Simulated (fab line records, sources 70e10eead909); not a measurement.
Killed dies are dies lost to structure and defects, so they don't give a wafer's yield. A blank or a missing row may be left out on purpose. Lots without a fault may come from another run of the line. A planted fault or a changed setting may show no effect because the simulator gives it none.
A struck lot beside a sound one | flow nand_harc | 41 steps out of a route of 1159
Sound: wafers L354.1, L354.2, L354.6. Struck: wafer L369.6. (L369.1, L369.5 of the same lot were not struck and are left out.) The cause comes at the end.
At each step with rows: each side's tool, then ch and its chambers, then its first start. Under that, the readings that differ: sound wafers | struck wafers | difference of the means | sigmas: that difference in standard deviations of wafers without a fault.
alike: readings whose means differ by less than 2 such deviations, and words and numbers that are the same on both sides. not compared: withheld readings, readings that some wafer has no value for, bounds like >300 that may hide the same value, and numbers for which the record gives no deviation and whose values overlap.
The two part at a step that has a row with sigmas, a row that says differs or no value, or rows on one side only. Numbers that don't overlap but have no deviation are shown without sigmas and don't part them. A reading that every wafer of one side lacks parts them only if that side has two wafers or more.

first, 7 steps without rows for these wafers: NHARC_A_M1_COAT_34 (time 65 s); NHARC_A_M1_COAT_03 (resist thk 90 nm); NHARC_A_M1_SOFTBAKE_04 (time 55 s); NHARC_A_M1_EBR_05; NHARC_A_M1_EXPOSE_06 (exposes mask A M1, target cd 120 nm); NHARC_A_M1_PEB_07 (peb time 65 s); NHARC_A_M1_DEVELOP_08 (develop time 35 s).
NHARC_A_M1_CD_MEAS_09: target cd 120 nm.
  sound on cd_sem-01 ch 0, day 18 02:14; struck on cd_sem-02 ch 0, day 22 16:20
  alike: cd_nm
NHARC_A_M1_OVL_MEAS_10: pitch 240 nm.
  sound on overlay-01, day 18 02:20; struck on overlay-02, day 22 16:25
  alike: overlay_x_nm, overlay_y_nm
NHARC_A_M1_INSPECT_11:
  sound on defect_inspect-02, day 18 02:22; struck on defect_inspect-01, day 22 16:27
  reading          | sound    | struck | difference | sigmas
  raw_defect_count | 12 11 13 | 48     | +36        | +3
then, 2 steps without rows for these wafers: NHARC_A_M1_DESCUM_14 (chemistry O2, time 3 s); NHARC_A_M1_ETCH_35 (etches the open film in N2/H2, target depth 40 nm, overetch 12 nm, time 43.94 s).
NHARC_A_M1_ETCH_15: etches the open film in C4F8/Ar, target depth 182.5 nm, time 91.2 s.
  sound on rie_diel-03 ch 0,1,2, day 18 02:37; struck on rie_diel-02 ch 1, day 22 16:43
  alike: oes_product_au, rf_vpp_V
  not compared: rf_hours_counter_h
NHARC_A_M1_CD_MEAS_16:
  sound on cd_sem-03, day 18 02:44; struck on cd_sem-03, day 22 16:49
  alike: cd_nm
NHARC_A_M1_STRIP_18: strips in N2/H2.
  sound on rie_diel-02 ch 0,1, day 18 02:49; struck on rie_diel-02 ch 0, day 22 16:55
  reading               | sound             | struck | difference | sigmas
  oes_product_au (a.u.) | 0.992 1.017 1.005 | 0.983  | -0.022     | -3
  alike: drypump_motor_current_A, rf_vpp_V, showerhead_plenum_p_Torr, throttle_valve_pct
  not compared: rf_hours_counter_h
NHARC_A_M1_ETCH_28: etches the open film in CF4/N2, target depth 30 nm, time 72.99 s.
  sound on rie_diel-02 ch 0,2; struck on rie_diel-02 ch 1
  reading                     | sound          | struck | difference | sigmas
  drypump_motor_current_A (A) | 5.72 5.51 5.52 | 6.13   | +0.55      | +2
  alike: oes_product_au, rf_vpp_V, showerhead_plenum_p_Torr, throttle_valve_pct
  not compared: rf_hours_counter_h
then, 6 steps without rows for these wafers: NHARC_A_M1_STRIP_19 (strips in post etch residue remover, time 600 s); NHARC_A_M1_DEGAS_29 (time 60 s); NHARC_A_M1_PRE_CLEAN_30 (time 30 s); NHARC_A_M1_PVD_20 (deposits TaN, target thk 5 nm, time 8.06 s); NHARC_A_M1_PVD_21 (deposits Cu, target thk 30 nm, time 20.49 s); NHARC_A_M1_ECD_22 (material Cu, target thk 400 nm).
NHARC_A_M1_ANNEAL_31: time 90 s.
  sound on rtp_anneal-02 ch 0, day 18 04:14; struck on rtp_anneal-02 ch 0, day 22 18:16
  alike: wafer_temp_C_max
NHARC_A_M1_CMP_23: polishes, t overpolish 20 s, target thk 154.34 nm.
  sound on cmp-02 ch 2,3, day 18 04:35; struck on cmp-01 ch 0, day 22 18:46
  alike: motor_current_A, time_to_endpoint_s
NHARC_A_M1_THK_MEAS_24: measures by xrf.
  sound on film_metro-01, day 18 04:54; struck on film_metro-01, day 22 18:59
  alike: thk_nm
then, 2 steps without rows for these wafers: NHARC_A_M1_SRD_25; NHARC_A_M1_PRE_CLEAN_32 (time 12 s).
NHARC_A_M1_DEP_33: deposits SiCN, target thk 30 nm.
  sound on pecvd-04 ch 0,2, day 18 05:13; struck on pecvd-01 ch 2, day 22 19:18
  alike: heater_power_w, showerhead_vpp_V
then, 2 steps without rows for these wafers: NHARC_A_BONDPAD_DEP_00 (deposits SiCN, target thk 250 nm); NHARC_A_BONDPAD_CMP_29 (polishes SiCN, target thk 200 nm).
NHARC_A_BONDPAD_THK_MEAS_30: measures by ellipsometry.
  sound on film_metro-02, day 18 06:26; struck on film_metro-02, day 22 20:48
  alike: thk_nm
then, 9 steps without rows for these wafers: NHARC_A_BONDPAD_SRD_31; NHARC_A_BONDPAD_DEHYDRATE_01 (time 120 s); NHARC_A_BONDPAD_HMDS_02 (time 30 s); NHARC_A_BONDPAD_COAT_33 (time 65 s); NHARC_A_BONDPAD_COAT_03 (resist thk 600 nm); NHARC_A_BONDPAD_SOFTBAKE_04 (time 70 s); NHARC_A_BONDPAD_EBR_05; NHARC_A_BONDPAD_EXPOSE_06 (exposes mask A BPAD); NHARC_A_BONDPAD_PEB_07 (peb time 80 s).
NHARC_END_SORT_01:
  the record has rows for the struck wafers here (prober-02 ch 0, day 24 09:26) and none for the sound ones

WHERE THEY PART
First at NHARC_A_M1_INSPECT_11; last, within this record, at NHARC_END_SORT_01.

WHY: what the simulator had put in
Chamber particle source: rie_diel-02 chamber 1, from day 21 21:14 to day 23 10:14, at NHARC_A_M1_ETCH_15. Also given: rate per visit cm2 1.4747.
